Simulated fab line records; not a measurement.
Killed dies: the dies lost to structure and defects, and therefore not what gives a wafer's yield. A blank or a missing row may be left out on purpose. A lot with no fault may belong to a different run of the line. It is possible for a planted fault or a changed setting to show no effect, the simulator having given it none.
Split-lot study || flow n5 finfet || 21 wafers read from 7 lots, route of 1938 steps

== SPLIT DETAILS ==
At N5_BEOL_M9_DESCUM_16 (chemistry O2, time 7.9 s), the setting time s was moved away from the recipe's 7.9 s on 5 of the 21 wafers read, by -21.9% to +9.9%. For the rest of the wafers, this setting stayed at what the recipe calls for.

No step appears in the file between the split and the reading.

== THE READING ==
CAR-ArF_of_BEOL_M9_COAT_05.thk nm (the simulator's own value, which no gauge read), in nm, at N5_BEOL_M9_ETCH_61 (etches SiARC in CF4, target depth 39 nm, time 65 s). The file gives no usual value for it. Average 55.5 nm, standard deviation 0.26 nm, over the 16 wafers here run with the recipe.

{"wafer": "L076.1", "tool, chamber at the split": "rie diel-02, 0,2,2", "time s as run, s": 7.9, "against the recipe": "recipe", "CAR-ArF_of_BEOL_M9_COAT_05.thk nm, nm": 55.8, "against lot-mates on the recipe": "-"}
{"wafer": "L076.3", "tool, chamber at the split": "rie diel-02, 0,2,2", "time s as run, s": 7.9, "against the recipe": "recipe", "CAR-ArF_of_BEOL_M9_COAT_05.thk nm, nm": 55.6, "against lot-mates on the recipe": "-"}
{"wafer": "L076.5", "tool, chamber at the split": "rie diel-02, 0,2,2", "time s as run, s": 7.9, "against the recipe": "recipe", "CAR-ArF_of_BEOL_M9_COAT_05.thk nm, nm": 55.4, "against lot-mates on the recipe": "-"}
{"wafer": "L078.3", "tool, chamber at the split": "rie diel-03, 1,3,2", "time s as run, s": 7.9, "against the recipe": "recipe", "CAR-ArF_of_BEOL_M9_COAT_05.thk nm, nm": 55, "against lot-mates on the recipe": "-"}
{"wafer": "L078.4", "tool, chamber at the split": "rie diel-03, 1,3,2", "time s as run, s": 7.9, "against the recipe": "recipe", "CAR-ArF_of_BEOL_M9_COAT_05.thk nm, nm": 55.6, "against lot-mates on the recipe": "-"}
{"wafer": "L078.6", "tool, chamber at the split": "rie diel-03, 1,3,2", "time s as run, s": 7.9, "against the recipe": "recipe", "CAR-ArF_of_BEOL_M9_COAT_05.thk nm, nm": 55.2, "against lot-mates on the recipe": "-"}
{"wafer": "L077.2", "tool, chamber at the split": "rie diel-03, 2,3,1", "time s as run, s": 7.9, "against the recipe": "recipe", "CAR-ArF_of_BEOL_M9_COAT_05.thk nm, nm": 55.2, "against lot-mates on the recipe": "-"}
{"wafer": "L077.6", "tool, chamber at the split": "rie diel-03, 2,3,1", "time s as run, s": 7.9, "against the recipe": "recipe", "CAR-ArF_of_BEOL_M9_COAT_05.thk nm, nm": 55.2, "against lot-mates on the recipe": "-"}
{"wafer": "L077.3", "tool, chamber at the split": "rie diel-03, 2,3,1", "time s as run, s": 7.9, "against the recipe": "recipe", "CAR-ArF_of_BEOL_M9_COAT_05.thk nm, nm": 55.4, "against lot-mates on the recipe": "-"}
{"wafer": "L080.3", "tool, chamber at the split": "rie diel-02, 2,3,1", "time s as run, s": 7.9, "against the recipe": "recipe", "CAR-ArF_of_BEOL_M9_COAT_05.thk nm, nm": 56, "against lot-mates on the recipe": "-"}
{"wafer": "L080.4", "tool, chamber at the split": "rie diel-02, 2,3,1", "time s as run, s": 7.9, "against the recipe": "recipe", "CAR-ArF_of_BEOL_M9_COAT_05.thk nm, nm": 55.8, "against lot-mates on the recipe": "-"}
{"wafer": "L080.5", "tool, chamber at the split": "rie diel-02, 2,3,1", "time s as run, s": 7.9, "against the recipe": "recipe", "CAR-ArF_of_BEOL_M9_COAT_05.thk nm, nm": 55.6, "against lot-mates on the recipe": "-"}
{"wafer": "L083.3", "tool, chamber at the split": "rie diel-03, 2,0", "time s as run, s": 6.171, "against the recipe": "-21.9%", "CAR-ArF_of_BEOL_M9_COAT_05.thk nm, nm": 56.4, "against lot-mates on the recipe": "+1.2"}
{"wafer": "L083.5", "tool, chamber at the split": "rie diel-03, 1", "time s as run, s": 7.9, "against the recipe": "recipe", "CAR-ArF_of_BEOL_M9_COAT_05.thk nm, nm": 55.2, "against lot-mates on the recipe": "-"}
{"wafer": "L083.6", "tool, chamber at the split": "rie diel-03, 2,0", "time s as run, s": 6.171, "against the recipe": "-21.9%", "CAR-ArF_of_BEOL_M9_COAT_05.thk nm, nm": 56.6, "against lot-mates on the recipe": "+1.4"}
{"wafer": "L086.1", "tool, chamber at the split": "rie diel-02, 0", "time s as run, s": 8.68, "against the recipe": "+9.9%", "CAR-ArF_of_BEOL_M9_COAT_05.thk nm, nm": 55.2, "against lot-mates on the recipe": -0.4}
{"wafer": "L086.5", "tool, chamber at the split": "rie diel-02, 0", "time s as run, s": 8.68, "against the recipe": "+9.9%", "CAR-ArF_of_BEOL_M9_COAT_05.thk nm, nm": 55.2, "against lot-mates on the recipe": -0.4}
{"wafer": "L086.3", "tool, chamber at the split": "rie diel-02, 1", "time s as run, s": 7.9, "against the recipe": "recipe", "CAR-ArF_of_BEOL_M9_COAT_05.thk nm, nm": 55.6, "against lot-mates on the recipe": "-"}
{"wafer": "L091.1", "tool, chamber at the split": "rie diel-03, 0", "time s as run, s": 7.263, "against the recipe": "-8.1%", "CAR-ArF_of_BEOL_M9_COAT_05.thk nm, nm": 56.2, "against lot-mates on the recipe": "+0.6"}
{"wafer": "L091.3", "tool, chamber at the split": "rie diel-03, 1,2", "time s as run, s": 7.9, "against the recipe": "recipe", "CAR-ArF_of_BEOL_M9_COAT_05.thk nm, nm": 55.6, "against lot-mates on the recipe": "-"}
{"wafer": "L091.4", "tool, chamber at the split": "rie diel-03, 1,2", "time s as run, s": 7.9, "against the recipe": "recipe", "CAR-ArF_of_BEOL_M9_COAT_05.thk nm, nm": 55.6, "against lot-mates on the recipe": "-"}
Rows listing several chambers each stand for several wafers; the file does not say which wafer went through which chamber.

THE FIT
A straight line over all 21 wafers: CAR-ArF_of_BEOL_M9_COAT_05.thk nm changes by -0.0449 nm for each +1% of time s; r = -0.80; the points scatter about the line by 0.26 nm.
The same after taking each lot's own level away (the mean of its wafers on the recipe; 21 wafers): -0.0564 nm for each +1%; r = -0.94; scatter 0.15 nm.
Per that fit: largest time s move, reading shift of 1.2 nm.
The lots' own levels span 55.20 to 55.80 nm, that is 2.3 times the standard deviation above.
Hence the slope depends on the lot-to-lot level, as the two fits are not the same.
Check: with one of the wafers moved furthest among these (-21.9%) left out of the fit, the line predicts +1.31 nm for it against its lot-mates. Against them it came out at +1.2 nm.

== THE OTHER SPLITS THESE WAFERS WENT THROUGH ==
Other splits were also applied to these wafers ahead of the reading. Each is held against what the fit with the lots' levels taken away leaves over:
{"other split on the same wafers": "N5_BEOL_M7_DESCUM_33 time s", "wafers away from the commonest value": 6, "r with CAR-ArF_of_BEOL_M9_COAT_05.thk nm (lot level and that fit taken away)": "+0.00"}
{"other split on the same wafers": "N5_BEOL_M8_TRENCH_ETCH_37 time s", "wafers away from the commonest value": 8, "r with CAR-ArF_of_BEOL_M9_COAT_05.thk nm (lot level and that fit taken away)": "+0.07"}
{"other split on the same wafers": "N5_BEOL_M8_ALD_77 purge time s", "wafers away from the commonest value": 1, "r with CAR-ArF_of_BEOL_M9_COAT_05.thk nm (lot level and that fit taken away)": -0.20}

== THE FILE'S OWN FIT ==
CAR-ArF_of_BEOL_M9_COAT_05.thk nm changes by -0.0581 nm for each +1% of time s, r = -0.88.
